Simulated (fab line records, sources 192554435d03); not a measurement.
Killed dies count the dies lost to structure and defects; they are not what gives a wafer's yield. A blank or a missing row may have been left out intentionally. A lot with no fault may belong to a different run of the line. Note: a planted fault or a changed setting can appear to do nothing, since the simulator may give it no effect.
Chamber matching || flow n5-finfet || 4 sister chambers for N5_BEOL_M9_ALD_74 on ald-metal-04
The step deposits TaN, target thk 2 nm, pulse time 2 s, purge time 3 s. 14 wafers are shown with their chamber, then 7 later ones without.

WAFERS, EACH WITH ITS CHAMBER
{"wafer": "L075.2", "chamber": 3, "heater-power-w (W)": 479, "chamber-pressure-Torr (Torr)": 3.005}
{"wafer": "L075.4", "chamber": 1, "heater-power-w (W)": 442, "chamber-pressure-Torr (Torr)": 2.995}
{"wafer": "L075.5", "chamber": 1, "heater-power-w (W)": 447, "chamber-pressure-Torr (Torr)": 3.003}
{"wafer": "L076.1", "chamber": 0, "heater-power-w (W)": 422, "chamber-pressure-Torr (Torr)": 3.009}
{"wafer": "L076.4", "chamber": 1, "heater-power-w (W)": 445, "chamber-pressure-Torr (Torr)": 2.998}
{"wafer": "L076.5", "chamber": 0, "heater-power-w (W)": 413, "chamber-pressure-Torr (Torr)": 3.003}
{"wafer": "L080.2", "chamber": 1, "heater-power-w (W)": 442, "chamber-pressure-Torr (Torr)": 3.010}
{"wafer": "L080.3", "chamber": 0, "heater-power-w (W)": 428, "chamber-pressure-Torr (Torr)": 3.004}
{"wafer": "L080.5", "chamber": 3, "heater-power-w (W)": 489, "chamber-pressure-Torr (Torr)": 3.010}
{"wafer": "L085.1", "chamber": 1, "heater-power-w (W)": 444, "chamber-pressure-Torr (Torr)": 2.992}
{"wafer": "L085.3", "chamber": 2, "heater-power-w (W)": 497, "chamber-pressure-Torr (Torr)": 3.003}
{"wafer": "L085.6", "chamber": 1, "heater-power-w (W)": 436, "chamber-pressure-Torr (Torr)": 2.989}
{"wafer": "L084.1", "chamber": 1, "heater-power-w (W)": 459, "chamber-pressure-Torr (Torr)": 2.993}
{"wafer": "L084.4", "chamber": 0, "heater-power-w (W)": 418, "chamber-pressure-Torr (Torr)": 3.008}

SIGNATURES, as means of the wafers listed above
{"reading": "heater-power-w", "chamber 0": 420.25, "chamber 1": 445.00, "chamber 2": 497.00, "chamber 3": 484.00, "scatter within a chamber": 6.86}
{"reading": "chamber-pressure-Torr", "chamber 0": 3.00600, "chamber 1": 2.99714, "chamber 2": 3.00300, "chamber 3": 3.00750, "scatter within a chamber": 0.00594}
Rule: a wafer lies at a distance from a chamber equal to the root of the sum of squares, over the readings, of (its reading less the chamber's mean, divided by the reading's scatter). The wafer belongs to the nearest chamber; if the next one is less than 2 further off, it can't be placed. The scatter is the square root of a quotient: the sum, over the shown wafers, of each reading's squared deviation from its chamber's mean, divided by wafers minus chambers.

WAFERS WITHOUT THEIR CHAMBER
{"wafer": "L084.5", "heater-power-w (W)": 486, "chamber-pressure-Torr (Torr)": 2.976}
{"wafer": "L090.2", "heater-power-w (W)": 508, "chamber-pressure-Torr (Torr)": 2.987}
{"wafer": "L090.3", "heater-power-w (W)": 454, "chamber-pressure-Torr (Torr)": 3.001}
{"wafer": "L090.4", "heater-power-w (W)": 414, "chamber-pressure-Torr (Torr)": 3.007}
{"wafer": "L096.1", "heater-power-w (W)": 486, "chamber-pressure-Torr (Torr)": 3.001}
{"wafer": "L096.3", "heater-power-w (W)": 431, "chamber-pressure-Torr (Torr)": 3.002}
{"wafer": "L096.4", "heater-power-w (W)": 395, "chamber-pressure-Torr (Torr)": 2.992}

EACH ONE'S CHAMBER
{"wafer": "L084.5", "from the rows above": "can't be placed: 2 or 3", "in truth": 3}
{"wafer": "L090.2", "from the rows above": "can't be placed: 2 or 3", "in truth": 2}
{"wafer": "L090.3", "from the rows above": 1, "in truth": 1}
{"wafer": "L090.4", "from the rows above": 0, "in truth": 0}
{"wafer": "L096.1", "from the rows above": "can't be placed: 3 or 2", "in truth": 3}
{"wafer": "L096.3", "from the rows above": "can't be placed: 0 or 1", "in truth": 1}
{"wafer": "L096.4", "from the rows above": 0, "in truth": 0}
Correct placement for 3 of the 7. These rows do not allow placing 4 (true chamber among the candidates in 4). 0 placed wrongly.
